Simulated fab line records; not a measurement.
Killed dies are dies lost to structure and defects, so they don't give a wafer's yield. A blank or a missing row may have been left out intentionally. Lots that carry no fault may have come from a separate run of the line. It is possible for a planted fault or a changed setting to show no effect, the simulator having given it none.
Comparing a struck lot with a sound one ; flow n5 finfet ; 15 steps out of a route of 1938
Sound: wafers L983.2, L983.3, L983.6. Struck: wafer L974.3 (left out: L974.6, a lot-mate that was not struck); the cause follows at the end.
At each step with rows: each side's tool, then ch and its chambers, then its first start. Under that, the readings that differ: sound wafers ; struck wafers ; difference of the means ; sigmas: that difference in standard deviations of wafers without a fault.
alike: readings with means less than 2 such deviations apart, plus words and numbers identical on both sides. not compared: withheld readings, readings lacking a value on some wafer, bounds such as >300 that could conceal the same value, and numbers that have no deviation in the record and whose values overlap.
The two part at a step that has a row with sigmas, a row that says differs or no value, or rows on one side only. Numbers that have no deviation but don't overlap get no sigmas and don't part them. A reading that every wafer of one side lacks parts them only if that side has two wafers or more.

first, 1 step without rows for these wafers: N5_FIN_SAQP_STRIP_53 (strips in N2/H2).
N5_FIN_SAQP_HM_OPEN_73: chemistry CHF3/O2, target SiO2, stops on a-Si, target depth 12 nm, time 16.8 s.
  sound on rie diel-06 ch 1,3, day 5 04:55; struck on rie diel-06 ch 2, day 2 22:28
  alike: drypump motor current A, oes_f_703_au, oes product au, rf vpp V, showerhead plenum p Torr, throttle valve pct
  not compared: rf hours counter h
then, 1 step without rows for these wafers: N5_FIN_SAQP_STRIP_74 (strips in CHF3/O2).
N5_FIN_SAQP_MANDREL_ETCH_22: etches a-Si in HBr/Cl2, stops on SiNx, target depth 60 nm, bt time 10 s, time 30 s.
  sound on rie si-04 ch 0,2,3, day 5 05:01; struck on rie si-02 ch 3, day 2 22:32
  alike: drypump motor current A, oes product au, throttle valve pct
  not compared: rf hours counter h
N5_FIN_SAQP_STRIP_55: strips in N2/H2.
  sound on rie diel-02 ch 2,3, day 5 05:07; struck on rie diel-06 ch 1, day 2 22:38
reading;sound;struck;difference;sigmas
drypump motor current A (A);6.1 5.9 6.2;5.0;-1.1;-2
rf vpp V (V);120.2 123.5 122.8;118.4;-3.8;-3
  alike: bias power w, oes product au, showerhead plenum p Torr, throttle valve pct
  not compared: rf hours counter h
then, 4 steps without rows for these wafers: N5_FIN_SAQP_STRIP_23 (strips in SPM, time 750 s); N5_FIN_SAQP_SRD_66 (time 30 s); N5_FIN_SAQP_RECESS_75 (chemistry HF/NH3, target SiO2, target depth 14.4 nm, afs cycles 3, sublimation time 60 s); N5_FIN_SAQP_SPACER1_ALD_24 (deposits SiO2, target thk 20.3 nm, pulse time 1 s, purge time 2 s).
N5_FIN_SAQP_SPACER1_ETCHBACK_25: etches SiO2 in CHF3/O2, target depth 24.4 nm, time 12.2 s.
  sound on rie diel-06 ch 2,3, day 5 06:37; struck on rie diel-02 ch 1, day 3 00:04
  alike: drypump motor current A, oes_f_703_au, oes product au, rf vpp V, showerhead plenum p Torr, throttle valve pct
  not compared: rf hours counter h
then, 1 step without rows for these wafers: N5_FIN_SAQP_MANDREL1_REMOVE_56 (chemistry HBr/Cl2/O2, target a-Si, stops on SiNx, bt time 10 s).
N5_FIN_SAQP_CD_MEAS_27 targets a cd of 20 nm.
  sound on cd sem-01 ch 0, day 5 06:49; struck on cd sem-02 ch 0, day 3 00:16
  alike: cd nm
N5_FIN_SAQP_ETCH_57: etches SiNx in CH3F/O2, target depth 32.5 nm, time 46.4 s.
  sound on rie diel-01 ch 1,2,3, day 5 06:55; struck on rie diel-02 ch 3, day 3 00:19
reading;sound;struck;difference;sigmas
etch rf on time s (s);45.8 45.7 46.6;67.5;+21.5;+28
showerhead plenum p Torr (Torr);2.09 2.12 2.06;1.94;-0.15;-2
  alike: drypump motor current A, oes_f_703_au, oes product au, rf vpp V, throttle valve pct
  not compared: rf hours counter h
N5_FIN_SAQP_ETCH_65: etches SiO2 in CF4, target depth 4 nm, time 4.4 s.
  sound on rie si-02 ch 0,2,3, day 5 07:01; struck on rie si-02 ch 2, day 3 00:25
  alike: drypump motor current A, oes product au, throttle valve pct
  not compared: rf hours counter h
-- the record jumps here: 6 days lie between the struck wafers' starts before and after (it left off in module FIN_SAQP and takes up again in module BEOL_M4, whose first step shown is number 1111 of the route) --
N5_BEOL_M4_RC_MEAS_101:
  sound on prober-01 ch 0, day 11 17:37; struck on prober-01 ch 0, day 9 03:39
reading;sound;struck;difference;sigmas
IOFF_N (nA/um);0.142 0.123 0.130;0.182;+0.050;+2
IOFF_P (nA/um);0.190 0.161 0.169;0.263;+0.090;+3
ION_N (uA/um);670 658 669;688;+22;+3
ION_P (uA/um);462 450 453;479;+24;+4
VT_N (mV);252.4 254.8 253.9;246.1;-7.6;-3
VT_P (mV);-254 -255 -254;-245;+9;+3
  alike: DIBL_N, DIBL_P, SS_N, SS_P

WHERE THEY PART
Earliest at N5_FIN_SAQP_STRIP_55; latest, in this record, at N5_BEOL_M4_RC_MEAS_101.

WHY: what the simulator had put in
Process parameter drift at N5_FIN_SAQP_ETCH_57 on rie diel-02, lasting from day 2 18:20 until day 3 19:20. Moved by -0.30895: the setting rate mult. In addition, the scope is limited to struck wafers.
